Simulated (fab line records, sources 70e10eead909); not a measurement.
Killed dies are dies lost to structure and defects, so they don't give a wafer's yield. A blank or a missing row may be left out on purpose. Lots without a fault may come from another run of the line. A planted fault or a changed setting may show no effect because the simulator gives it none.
fab line records | flow nand_harc
record lots=6 wafers=18 last_day=29
route steps=1302 shown P_ZERO_WELL@61 P_STI@69 END@1302
lots that met no fault: from a run of the same line without faults
start_h: hours from the record's first day to the start of the lot's first wafer shown | wait_h: hours since the lot's step before | " the same as in the row above | L1.1+2: a row that stands for several wafers | - no value, or no start given | * or withheld: withheld | < > ~ a bound
route shown NAME@n: a module of which the file shows steps, and the number in the route of the first | usual: mean/standard deviation of fault-free wafers | same: alike in all rows | chamber/n: place in a boat | sites: the reading at each site | _std_site: their standard deviation | _edge_site: outer sites' mean less inner sites' | radius_mm: how far each site lies from the wafer's centre | mask NAME#n: copy n | behind: the tool/chamber that last shaped the wafer | hold: why the lot was held/for how many hours/how that ended | device: the transistor (n, p or np) that didn't switch | end of line: the same wafers' tests at the end of the route | a step without rows: its recipe alone | killed: dies lost to structure and defects at the first sort, not the wafer's yield | map: a wafer's dies, x killed, . not, _ none there
set.NAME: the setting as run; set.NAME@STEP: as run at that earlier step | model.NAME: the simulator's own value behind a step, which no gauge read
lots at some steps of the route; a table a step, a row a wafer
services: from which hour (start_h, from the record's first day; less than 0 if before it) a tool's chamber was out of use, for how many hours, and why
## steps
# step NHARC_P_ZERO_WELL_DESCUM_54
# recipe time_s=3 o2_flow_sccm=200 ar_flow_sccm=0 bias_power_w=0 chemistry=O2
# usual drypump_motor_current_A=5.6/0.34 oes_product_au=1.000/0.012 rf_vpp_V=57.9/0.95 showerhead_plenum_p_Torr=1.94/0.1 throttle_valve_pct=11.310/0.01
# same bias_power_w=0 time_s=3
# columns lot.wafer tool chamber start_h wait_h drypump_motor_current_A oes_product_au rf_hours_counter_h rf_vpp_V showerhead_plenum_p_Torr throttle_valve_pct
L221.1 rie_diel-01 2 45.90 - 5.7 0.997 5 58.5 1.95 11.289
L221.4 " 3 " " 6.3 1.008 4 58.0 1.95 11.322
L221.3 " 1 " " 6.2 0.977 5 56.7 1.81 11.311
L222.3 rie_diel-07 3 55.97 - 5.4 0.996 37 58.4 1.78 11.302
L222.2 " 1 " " 5.9 1.007 32 56.4 1.77 11.300
L222.6 " 2 " " 5.1 1.003 - 58.2 1.87 11.290
L227.4 rie_diel-04 1 106.09 - 5.4 0.991 30 58.5 2.05 11.306
L227.6 " 2 " " 5.7 0.996 - 59.3 1.97 11.300
L227.5 " 3 " " 5.6 1.005 - 56.8 1.98 11.308
L230.4 rie_diel-07 2 135.89 - 5.2 1.002 3 57.9 1.87 11.323
L230.1 " 1 " " 5.9 1.016 3 58.6 2.08 11.299
L230.5 " 2 " " 5.1 1.007 - 59.2 1.87 11.314
L232.2 rie_diel-07 1 155.64 - 5.9 1.021 8 59.0 2.07 11.303
L232.1 " 2 " " 5.1 1.004 10 57.2 1.86 11.301
L232.5 " 1 " " 5.9 1.021 - 59.4 2.07 11.315
L233.1 rie_diel-01 3 165.83 - 6.3 1.005 46 56.5 1.94 11.295
L233.2 " 0 " " 5.7 1.024 41 57.6 1.87 11.322
L233.3 " 2 " " 5.7 1.010 46 58.2 1.94 11.313
# step NHARC_P_ZERO_WELL_IMPLANT_55
# recipe energy_kev=180 dose_cm2=8e+11 tilt_deg=7
# step NHARC_P_ZERO_WELL_IMPLANT_61
# recipe energy_kev=30 dose_cm2=5e+11 tilt_deg=7
# step NHARC_P_ZERO_WELL_STRIP_56
# recipe time_s=840 temp_c=130 chemistry=SPM
# step NHARC_P_ZERO_WELL_PRECLEAN_68
# recipe time_s=60 temp_c=50 bath_age_min=0 chemistry=SC1
# step NHARC_P_ZERO_WELL_SRD_69
# step NHARC_P_ZERO_WELL_RTA_42
# recipe temp_c=1100 time_s=300
# usual lamp_power_pct=38.4/2.2 wafer_temp_C_max=1104.6/1.3
# same time_s=300
# columns lot.wafer tool chamber start_h wait_h lamp_power_pct wafer_temp_C_max
L221.1 rtp_anneal-02 0 46.87 - 36.0 1105.2
L221.3 " 0 " " 36.1 1107.4
L221.4 " 0 " " 36.1 1105.1
L222.2 rtp_anneal-02 0 57.04 - 36.1 1104.7
L222.3 " 0 " " 36.1 1105.2
L222.6 " 0 " " 36.2 1105.1
L227.4 rtp_anneal-01 0 107.36 - 40.6 1103.6
L227.5 " 0 " " 40.7 1103.4
L227.6 " 0 " " 40.7 1103.0
L230.1 rtp_anneal-01 0 136.86 - 40.4 1103.6
L230.4 " 0 " " 40.6 1103.7
L230.5 " 0 " " 40.5 1103.4
L232.1 rtp_anneal-01 0 156.80 - 40.5 1104.1
L232.2 " 0 " " 40.6 1101.9
L232.5 " 0 " " 40.6 1102.9
L233.1 rtp_anneal-02 0 166.81 - 36.2 1105.6
L233.2 " 0 " " 36.2 1104.6
L233.3 " 0 " " 36.1 1104.4
# step NHARC_P_ZERO_WELL_INSPECT_43
# usual raw_defect_count=13/6.5
# columns lot.wafer tool chamber start_h wait_h raw_defect_count
L221.1 defect_inspect-01 - 47.54 0.6 7
L221.3 " - " " 13
L221.4 " - " " 18
L222.2 defect_inspect-02 - 57.61 0.5 12
L222.3 " - " " 13
L222.6 " - " " 7
L227.4 defect_inspect-01 - 107.72 0.3 7
L227.5 " - " " 20
L227.6 " - " " 13
L230.1 defect_inspect-01 - 137.53 0.6 14
L230.4 " - " " 13
L230.5 " - " " 15
L232.1 defect_inspect-02 - 157.47 0.6 8
L232.2 " - " " 4
L232.5 " - " " 6
L233.1 defect_inspect-01 - 167.48 0.6 29
L233.2 " - " " 17
L233.3 " - " " 16
# step NHARC_P_STI_ETCH_26
# recipe target_depth_a=110 chemistry=dHF material=SiO2
# step NHARC_P_STI_PRECLEAN_27
# recipe time_s=* temp_c=50 bath_age_min=0 chemistry=SC1
# step NHARC_P_STI_SRD_28
# step NHARC_P_STI_OXIDE_29
# recipe target_thk_a=100 temp_c=900 ox_time_s=1362 material=SiO2
# step NHARC_P_STI_HM_DEP_30
# recipe target_thk_a=800 temp_c=790 pressure_mtorr=300 time_s=873 material=Si3N4
# usual spike_tc_lower_C=791.0/1 zone_power_top_pct=27/3.4
# columns lot.wafer tool chamber start_h wait_h spike_tc_lower_C zone_power_top_pct
L221.1 lpcvd-01 1 59.23 3.5 790.7 32
L221.3 " 1 " " 792.0 32
L221.4 " 1 " " 790.3 32
L222.2 lpcvd-02 1 70.07 3.5 789.5 23
L222.3 " 1 " " 791.7 24
L222.6 " 1 " " 791.4 24
L227.4 lpcvd-01 0 120.61 4.5 790.5 28
L227.5 " 0 " " 789.1 28
L227.6 " 0 " " 790.7 28
L230.1 lpcvd-01 0 150.89 3.5 792.4 28
L230.4 " 0 " " 790.2 29
L230.5 " 0 " " 791.0 29
L232.1 lpcvd-02 1 171.00 3.5 791.4 24
L232.2 " 1 " " 791.7 24
L232.5 " 1 " " 791.0 23
L233.1 lpcvd-02 1 178.61 3.5 792.2 24
L233.2 " 1 " " 791.3 24
L233.3 " 1 " " 790.0 24
# step NHARC_P_STI_DEHYDRATE_01
# recipe temp_c=150 time_s=120
# step NHARC_P_STI_HMDS_02
# recipe time_s=30
# step NHARC_P_STI_COAT_41
# recipe temp_c=200 time_s=65
# step NHARC_P_STI_COAT_03
# recipe spin_rpm=2000 resist_thk_nm=600
# step NHARC_P_STI_SOFTBAKE_04
# recipe temp_c=125 time_s=70
# step NHARC_P_STI_EBR_05
# step NHARC_P_STI_EXPOSE_06
# recipe na=0.55 target_cd_nm=200 dose_mj=37.69 mask_id=P_STI
# step NHARC_P_STI_PEB_07
# recipe peb_temp_c=128 peb_time_s=80
# step NHARC_P_STI_DEVELOP_08
# recipe time_s=50 dev_temp_c=22
# step NHARC_P_STI_CD_MEAS_09
# recipe target_cd_nm=200 landing_energy_ev=500
# usual cd_nm=200.3/2.1
# columns lot.wafer tool chamber start_h wait_h cd_nm
L221.1 cd_sem-03 0 63.20 - 198.2
L221.3 " 0 " " 201.2
L221.4 " 0 " " 201.4
L222.2 cd_sem-02 0 74.15 - 203.1
L222.3 " 0 " " 196.8
L222.6 " 0 " " 199.1
L227.4 cd_sem-03 0 124.65 - 200.2
L227.5 " 0 " " 195.8
L227.6 " 0 " " 199.0
L230.1 cd_sem-01 0 155.02 - 199.1
L230.4 " 0 " " 196.9
L230.5 " 0 " " 199.7
L232.1 cd_sem-02 0 174.97 - 200.5
L232.2 " 0 " " 200.2
L232.5 " 0 " " 200.8
L233.1 cd_sem-01 0 182.71 - 201.7
L233.2 " 0 " " 200.4
L233.3 " 0 " " 197.2
# step NHARC_P_STI_OVL_MEAS_10
# usual overlay_x_nm=-1/5.1 overlay_y_nm=0/6.1
# columns lot.wafer tool chamber start_h wait_h overlay_x_nm overlay_y_nm
L221.1 overlay-02 - 63.29 - 0 -7
L221.3 " - " " -1 -7
L221.4 " - " " 0 -8
L222.2 overlay-01 - 74.24 - -3 2
L222.3 " - " " -3 1
L222.6 " - " " -2 2
L227.4 overlay-02 - 124.73 - 2 4
L227.5 " - " " 2 4
L227.6 " - " " 2 4
L230.1 overlay-01 - 155.10 - -3 -1
L230.4 " - " " -3 -1
L230.5 " - " " -3 -1
L232.1 overlay-02 - 175.06 - 7 11
L232.2 " - " " 6 11
L232.5 " - " " 7 11
L233.1 overlay-01 - 182.80 - -5 -7
L233.2 " - " " -5 -7
L233.3 " - " " -4 -7
# step NHARC_P_STI_INSPECT_11
# usual raw_defect_count=5.3/2.5
# columns lot.wafer tool chamber start_h wait_h raw_defect_count
L221.1 defect_inspect-01 - 63.33 0.0 6
L221.3 " - " " 6
L221.4 " - " " 3
L222.2 defect_inspect-02 - 74.28 0.0 6
L222.3 " - " " 5
L222.6 " - " " 6
L227.4 defect_inspect-02 - 124.77 0.0 2
L227.5 " - " " 5
L227.6 " - " " 3
L230.1 defect_inspect-02 - 155.14 0.0 8
L230.4 " - " " 7
L230.5 " - " " 8
L232.1 defect_inspect-02 - 175.10 0.0 4
L232.2 " - " " 4
L232.5 " - " " 4
L233.1 defect_inspect-02 - 182.83 0.0 8
L233.2 " - " " 4
L233.3 " - " " 5
# step NHARC_P_STI_HARDBAKE_13
# recipe temp_c=118 time_s=65
# step NHARC_P_STI_DESCUM_14
# recipe time_s=3 o2_flow_sccm=200 ar_flow_sccm=0 bias_power_w=0 chemistry=O2
# usual drypump_motor_current_A=5.58/0.28 oes_product_au=1.003/0.011 rf_vpp_V=57.6/0.93 showerhead_plenum_p_Torr=1.90/0.072 throttle_valve_pct=11.312/0.009
# same bias_power_w=0 time_s=3
# columns lot.wafer tool chamber start_h wait_h drypump_motor_current_A oes_product_au rf_hours_counter_h rf_vpp_V showerhead_plenum_p_Torr throttle_valve_pct
L221.1 rie_diel-11 3 63.46 - 6.05 1.003 7 58.3 1.81 11.311
L221.3 " 0 " " 5.61 1.020 7 58.3 1.88 11.315
L221.4 " 1 " " 5.59 0.997 7 59.4 2.03 11.300
L222.3 rie_diel-11 3 74.41 - 6.04 0.987 8 58.2 1.81 11.334
L222.2 " 0 " " 5.65 1.008 8 58.8 1.88 11.321
L222.6 " 0 " " 5.57 1.010 - 56.9 1.88 11.304
L227.4 rie_diel-09 3 124.90 - 5.87 0.991 8 57.6 1.99 11.305
L227.5 " 3 " " 5.87 0.993 - 58.6 1.99 11.310
L227.6 " 0 " " 5.43 0.991 - 57.4 1.96 11.311
L230.4 rie_diel-09 1 155.29 - 5.55 1.026 0 55.7 1.78 11.308
L230.1 " 2 " " 6.03 0.989 0 57.6 1.92 11.303
L230.5 " 3 " " 5.87 1.008 - 58.5 1.99 11.313
L232.2 rie_diel-09 2 175.25 - 6.01 0.993 2 57.4 1.92 11.315
L232.1 " 3 " " 5.88 1.011 1 57.4 1.98 11.308
L232.5 " 0 " " 5.39 1.002 - 59.5 1.96 11.299
L233.1 rie_diel-11 0 182.97 - 5.63 1.013 3 57.7 1.88 11.326
L233.3 " 1 " " 5.58 1.005 4 58.5 2.03 11.312
L233.2 " 2 " " 5.27 1.001 4 56.7 1.87 11.309
# step NHARC_P_STI_ETCH_42
# recipe target_depth_a=800 overetch_a=240 time_s=61 ion_energy_ev=200 n2_flow_sccm=150 h2_flow_sccm=150 ar_flow_sccm=0 rf_w=400 bias_w=150 chemistry=N2/H2
# usual drypump_motor_current_A=5.59/0.29 oes_product_au=1.002/0.011 rf_vpp_V=430.0/2.4 showerhead_plenum_p_Torr=2.02/0.078 throttle_valve_pct=14.170/0.0084
# same time_s=61
# columns lot.wafer tool chamber start_h wait_h drypump_motor_current_A oes_product_au rf_hours_counter_h rf_vpp_V showerhead_plenum_p_Torr throttle_valve_pct
L221.1 rie_diel-11 3 63.55 0.1 6.02 1.008 7 426.5 1.93 14.165
L221.4 " 0 " " 5.60 1.018 7 430.2 2.00 14.161
L221.3 " 1 " " 5.61 0.996 7 433.4 2.17 14.163
L222.2 rie_diel-11 1 74.50 0.1 5.54 0.998 8 432.9 2.16 14.171
L222.3 " 0 " " 5.57 1.009 8 429.2 2.00 14.162
L222.6 " 2 " " 5.29 1.009 - 430.8 1.99 14.164
L227.4 rie_diel-09 2 124.99 0.1 6.01 0.973 8 430.0 2.05 14.176
L227.6 " 2 " " 6.04 0.971 - 431.3 2.05 14.182
L227.5 " 3 " " 5.90 0.993 - 433.2 2.12 14.180
L230.4 rie_diel-09 0 155.36 0.1 5.44 1.017 0 433.9 2.09 14.167
L230.1 " 2 " " 6.03 0.999 0 429.4 2.05 14.181
L230.5 " 1 " " 5.57 1.014 - 426.8 1.90 14.183
L232.1 rie_diel-09 2 175.32 0.1 6.05 0.988 2 430.6 2.05 14.173
L232.2 " 1 " " 5.59 1.014 2 424.9 1.90 14.172
L232.5 " 3 " " 5.86 1.001 - 433.8 2.12 14.179
L233.2 rie_diel-11 1 183.05 0.1 5.57 1.009 4 434.2 2.16 14.179
L233.3 " 2 " " 5.29 1.001 4 428.3 1.99 14.171
L233.1 " 0 " " 5.60 1.005 3 430.2 2.00 14.172
# step NHARC_P_STI_ETCH_31
# recipe target_depth_a=1089 time_s=54.5 cf4_flow_sccm=100 chf3_flow_sccm=30 ar_flow_sccm=0 rf_w=500 bias_w=200 chemistry=CF4/CHF3
# step NHARC_P_STI_ETCH_15
# recipe target_depth_a=3000 taper_deg=4 time_s=100.1 hbr_flow_sccm=150 cl2_flow_sccm=50 rf_w=400 icp_w=400 bias_w=100 chemistry=HBr/Cl2
# step NHARC_P_STI_CD_MEAS_16
# usual cd_nm=199.8/2.2
# columns lot.wafer tool chamber start_h wait_h cd_nm
L221.1 cd_sem-03 - 63.90 - 198.7
L221.3 " - " " 202.3
L221.4 " - " " 202.3
L222.2 cd_sem-03 - 74.85 - 203.9
L222.3 " - " " 199.1
L222.6 " - " " 199.8
L227.4 cd_sem-02 - 125.35 - 199.8
L227.5 " - " " 195.9
L227.6 " - " " 198.1
L230.1 cd_sem-03 - 155.71 - 196.5
L230.4 " - " " 195.2
L230.5 " - " " 199.1
L232.1 cd_sem-02 - 175.67 - 199.5
L232.2 " - " " 199.4
L232.5 " - " " 200.0
L233.1 cd_sem-01 - 183.41 - 203.2
L233.2 " - " " 200.1
L233.3 " - " " 196.1
# step NHARC_P_STI_OCD_MEAS_17
# usual trench_foot_cd_nm=158.3/2.1
# columns lot.wafer tool chamber start_h wait_h trench_foot_cd_nm
L221.1 ocd-01 - 63.99 0.1 156.0
L221.3 " - " " 159.0
L221.4 " - " " 159.1
L222.2 ocd-01 - 74.94 0.1 161.9
L222.3 " - " " 155.8
L222.6 " - " " 156.4
L227.4 ocd-01 - 125.43 0.1 157.8
L227.5 " - " " 153.9
L227.6 " - " " 157.5
L230.1 ocd-01 - 155.80 0.1 156.2
L230.4 " - " " 155.3
L230.5 " - " " 157.7
L232.1 ocd-01 - 175.76 0.1 157.9
L232.2 " - " " 158.8
L232.5 " - " " 158.8
L233.1 ocd-01 - 183.49 0.1 160.7
L233.2 " - " " 157.5
L233.3 " - " " 155.4
# step NHARC_P_STI_STRIP_19
# recipe time_s=900 temp_c=130 chemistry=SPM
# step NHARC_P_STI_PRECLEAN_32
# recipe time_s=* temp_c=50 bath_age_min=0 chemistry=SC1
# step NHARC_P_STI_SRD_23
# step NHARC_P_STI_OCD_MEAS_43
# usual trench_foot_cd_nm=158.2/2.2
# columns lot.wafer tool chamber start_h wait_h trench_foot_cd_nm
L221.1 ocd-01 - 64.50 - 156.0
L221.3 " - " " 158.9
L221.4 " - " " 158.9
L222.2 ocd-01 - 75.44 - 161.6
L222.3 " - " " 155.8
L222.6 " - " " 156.8
L227.4 ocd-01 - 125.95 - 158.4
L227.5 " - " " 153.7
L227.6 " - " " 157.4
L230.1 ocd-01 - 156.31 - 156.5
L230.4 " - " " 154.6
L230.5 " - " " 157.5
L232.1 ocd-01 - 176.26 - 157.8
L232.2 " - " " 158.8
L232.5 " - " " 159.3
L233.1 ocd-01 - 184.00 - 160.4
L233.2 " - " " 157.6
L233.3 " - " " 155.4
# step NHARC_P_STI_OXIDE_33
# recipe target_thk_a=100 temp_c=1000 ox_time_s=281 material=SiO2
# step NHARC_P_STI_HDPCVD_20
# recipe target_thk_a=withheld sigma_open_frac=withheld material=SiO2
# step NHARC_P_STI_ANNEAL_34
# recipe temp_c=1000 time_s=1800
# step NHARC_P_STI_CMP_21
# recipe t_overpolish_s=20 target_thk_nm=380.67
# usual motor_current_A=12.0/1.1 overpolish_run_s=19.999/0.0089
# columns lot.wafer tool chamber start_h wait_h motor_current_A overpolish_run_s
L221.4 cmp-04 2 81.52 0.4 11.6 19.991
L221.1 " 0 " " 13.3 20.004
L221.3 " 1 " " 10.8 19.991
L222.3 cmp-04 1 94.10 0.4 10.2 19.997
L222.2 " 2 " " 11.1 20.008
L222.6 " 1 " " 9.9 19.997
L227.4 cmp-02 0 144.15 0.4 12.0 19.995
L227.5 " 2 " " 10.9 20.005
L227.6 " 3 " " 15.7 20.012
L230.1 cmp-03 3 173.84 0.4 11.1 19.984
L230.4 " 0 " " 12.2 19.995
L230.5 " 3 " " 11.2 20.010
L232.1 cmp-03 1 195.45 0.4 11.6 19.992
L232.2 " 2 " " 11.4 20.012
L232.5 " 2 " " 11.7 19.995
L233.2 cmp-02 1 209.40 0.4 11.8 20.001
L233.3 " 3 " " 14.4 20.017
L233.1 " 0 " " 12.4 20.004
# step NHARC_P_STI_SRD_35
# step NHARC_END_SORT_01
# recipe temp_c=25
# usual killed_at_array=57/20 killed_at_other=1.0/1.5 killed_at_periphery=3.5/2.5 killed_dies=62/21 killed_open=3.5/1.9 killed_short=2.4/1.6
# same gross_dies=677
# columns lot.wafer tool chamber start_h wait_h killed_at_array killed_at_other killed_at_periphery killed_dies killed_open killed_short
L232.1 prober-01 0 692.51 2.5 57 1 619 677 4 6
L232.2 prober-01 0 693.32 2.8 50 3 624 677 0 2
L232.5 prober-01 0 695.74 3.7 55 2 620 677 1 1
L233.1 prober-02 0 703.80 2.5 68 1 608 677 5 1
L233.2 prober-02 0 704.61 2.8 75 2 600 677 6 3
L233.3 prober-02 0 705.41 3.1 66 1 610 677 2 4
# killed by level:class
L232.1 P_STI:area_dep=616 A_SLIT:chamber_film_flake=26 A_CHANNEL_HOLE_D2:chamber_film_flake=13 A_CHANNEL_HOLE_D1:chamber_film_flake=4 A_CONTACT:chamber_film_flake=4 P_GATE:geometric_particle:short=1 P_CONTACT:geometric_particle:open=1 A_ONON_D1:geometric_particle:open=1
L232.2 P_STI:area_dep=618 A_SLIT:chamber_film_flake=18 A_CHANNEL_HOLE_D1:chamber_film_flake=11 A_CHANNEL_HOLE_D2:chamber_film_flake=11 P_GATE:chamber_film_flake=5 A_CONTACT:chamber_film_flake=5 THIN_TSV:chamber_film_flake=3 A_STAIRCASE:chamber_film_flake=2
L232.5 P_STI:area_dep=617 A_SLIT:chamber_film_flake=26 A_CHANNEL_HOLE_D2:chamber_film_flake=14 A_CHANNEL_HOLE_D1:chamber_film_flake=5 A_STAIRCASE:chamber_film_flake=4 A_CONTACT:chamber_film_flake=4 P_GATE:chamber_film_flake=2 STARTING-WAFER:geometric_particle:open=1
L233.1 P_STI:area_dep=603 A_SLIT:chamber_film_flake=32 A_CHANNEL_HOLE_D2:chamber_film_flake=20 A_CHANNEL_HOLE_D1:chamber_film_flake=6 A_CONTACT:chamber_film_flake=4 P_GATE:chamber_film_flake=2 P_CONTACT:geometric_particle:open=1 P_M0:geometric_particle:open=1
L233.2 P_STI:area_dep=597 A_SLIT:chamber_film_flake=37 A_CHANNEL_HOLE_D2:chamber_film_flake=12 A_CHANNEL_HOLE_D1:chamber_film_flake=8 A_CONTACT:chamber_film_flake=5 A_WL_FILL:geometric_particle:short=2 THIN_TSV:chamber_film_flake=2 A_BONDPAD:chamber_film_flake=2
L233.3 P_STI:area_dep=607 A_SLIT:chamber_film_flake=25 A_CHANNEL_HOLE_D2:chamber_film_flake=15 A_CHANNEL_HOLE_D1:chamber_film_flake=7 A_CONTACT:chamber_film_flake=6 A_STAIRCASE:chamber_film_flake=4 A_BONDPAD:chamber_film_flake=3 A_CHANNEL_FILL_D2:chamber_film_flake=2
# map L232.1 (x killed, . not)
____________x____________
_________xxxxxxx_________
_______xxxxxxxxxxx_______
______xxxxxxxxxxxxx______
_____xxxxxxxxxxxxxxx_____
____xxxxxxxxxxxxxxxxx____
____xxxxxxxxxxxxxxxxx____
___xxxxxxxxxxxxxxxxxxx___
___xxxxxxxxxxxxxxxxxxx___
__xxxxxxxxxxxxxxxxxxxxx__
__xxxxxxxxxxxxxxxxxxxxx__
_xxxxxxxxxxxxxxxxxxxxxxx_
_xxxxxxxxxxxxxxxxxxxxxxx_
_xxxxxxxxxxxxxxxxxxxxxxx_
_xxxxxxxxxxxxxxxxxxxxxxx_
_xxxxxxxxxxxxxxxxxxxxxxx_
xxxxxxxxxxxxxxxxxxxxxxxxx
xxxxxxxxxxxxxxxxxxxxxxxxx
xxxxxxxxxxxxxxxxxxxxxxxxx
xxxxxxxxxxxxxxxxxxxxxxxxx
xxxxxxxxxxxxxxxxxxxxxxxxx
_xxxxxxxxxxxxxxxxxxxxxxx_
_xxxxxxxxxxxxxxxxxxxxxxx_
_xxxxxxxxxxxxxxxxxxxxxxx_
_xxxxxxxxxxxxxxxxxxxxxxx_
_xxxxxxxxxxxxxxxxxxxxxxx_
__xxxxxxxxxxxxxxxxxxxxx__
__xxxxxxxxxxxxxxxxxxxxx__
___xxxxxxxxxxxxxxxxxxx___
___xxxxxxxxxxxxxxxxxxx___
____xxxxxxxxxxxxxxxxx____
____xxxxxxxxxxxxxxxxx____
_____xxxxxxxxxxxxxxx_____
______xxxxxxxxxxxxx______
_______xxxxxxxxxxx_______
_________xxxxxxx_________
____________x____________
# map L233.1 (x killed, . not)
____________x____________
_________xxxxxxx_________
_______xxxxxxxxxxx_______
______xxxxxxxxxxxxx______
_____xxxxxxxxxxxxxxx_____
____xxxxxxxxxxxxxxxxx____
____xxxxxxxxxxxxxxxxx____
___xxxxxxxxxxxxxxxxxxx___
___xxxxxxxxxxxxxxxxxxx___
__xxxxxxxxxxxxxxxxxxxxx__
__xxxxxxxxxxxxxxxxxxxxx__
_xxxxxxxxxxxxxxxxxxxxxxx_
_xxxxxxxxxxxxxxxxxxxxxxx_
_xxxxxxxxxxxxxxxxxxxxxxx_
_xxxxxxxxxxxxxxxxxxxxxxx_
_xxxxxxxxxxxxxxxxxxxxxxx_
xxxxxxxxxxxxxxxxxxxxxxxxx
xxxxxxxxxxxxxxxxxxxxxxxxx
xxxxxxxxxxxxxxxxxxxxxxxxx
xxxxxxxxxxxxxxxxxxxxxxxxx
xxxxxxxxxxxxxxxxxxxxxxxxx
_xxxxxxxxxxxxxxxxxxxxxxx_
_xxxxxxxxxxxxxxxxxxxxxxx_
_xxxxxxxxxxxxxxxxxxxxxxx_
_xxxxxxxxxxxxxxxxxxxxxxx_
_xxxxxxxxxxxxxxxxxxxxxxx_
__xxxxxxxxxxxxxxxxxxxxx__
__xxxxxxxxxxxxxxxxxxxxx__
___xxxxxxxxxxxxxxxxxxx___
___xxxxxxxxxxxxxxxxxxx___
____xxxxxxxxxxxxxxxxx____
____xxxxxxxxxxxxxxxxx____
_____xxxxxxxxxxxxxxx_____
______xxxxxxxxxxxxx______
_______xxxxxxxxxxx_______
_________xxxxxxx_________
____________x____________
## services
# columns tool chamber start_h hours kind
lpcvd-01 - 26.00 26.0 pm
rie_diel-01 - 26.80 9.0 pm
cmp-04 - 27.18 1.3 repair
cmp-04 - 32.06 1.3 repair
cmp-02 - 37.95 4.0 pm
cmp-04 - 72.09 1.1 repair
cmp-03 - 78.95 4.0 pm
rie_diel-11 - 80.47 9.0 pm
rie_diel-07 0 80.69 12.8 repair
rie_diel-09 - 84.08 0.4 repair
rie_diel-09 0 89.14 13.9 repair
cmp-04 - 106.06 2.7 repair
cmp-04 - 111.07 4.0 pm
rie_diel-11 - 111.17 0.2 repair
cmp-02 - 116.39 1.9 repair
rie_diel-07 - 117.20 9.0 pm
cmp-04 - 120.80 0.5 repair
rie_diel-09 3 134.55 3.3 repair
cmp-02 - 135.95 4.0 pm
rie_diel-09 - 143.10 9.0 pm
rie_diel-07 0 155.63 4.6 repair
cmp-03 - 176.95 4.0 pm
cmp-02 - 179.38 1.3 repair
rie_diel-07 3 199.17 1.5 repair
## key
first_sign step=NHARC_END_SORT_01 reading=killed_at_periphery direction=up sigmas=99+ usual=3.5 struck=613.5
effect step=NHARC_END_SORT_01 reading=killed_dies direction=up sigmas=29 usual=62 struck=677
more_kills_born_at NHARC_P_STI_HM_DEP_30@lpcvd-02=3658
met_at NHARC_P_STI_HM_DEP_30
struck_wafers L232.1,L232.2,L232.5,L233.1,L233.2,L233.3
later_rows_left_out L232.1,L232.2,L232.5,L233.1,L233.2,L233.3
tester_left_out L232,L233
onset_between 70.07 171.00
also_fits time
fault kind=process_parameter_drift tool=lpcvd-02 chamber=- onset_h=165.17 steps=NHARC_P_STI_HM_DEP_30 channel=target_thk_a offset=* shape=step end_h=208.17 acts_in=* stated=*
# tester_left_out: of these lots the tester's yield and bins aren't shown, on N5 and GAA mostly nor the transistor test; their killed dies are dies lost to structure and defects alone, not to doping, threshold or leakage, so they don't give the yield
# later_rows_left_out: the simulator's readings of these wafers behind a module that went badly wrong aren't trusted and aren't shown, but for the sort
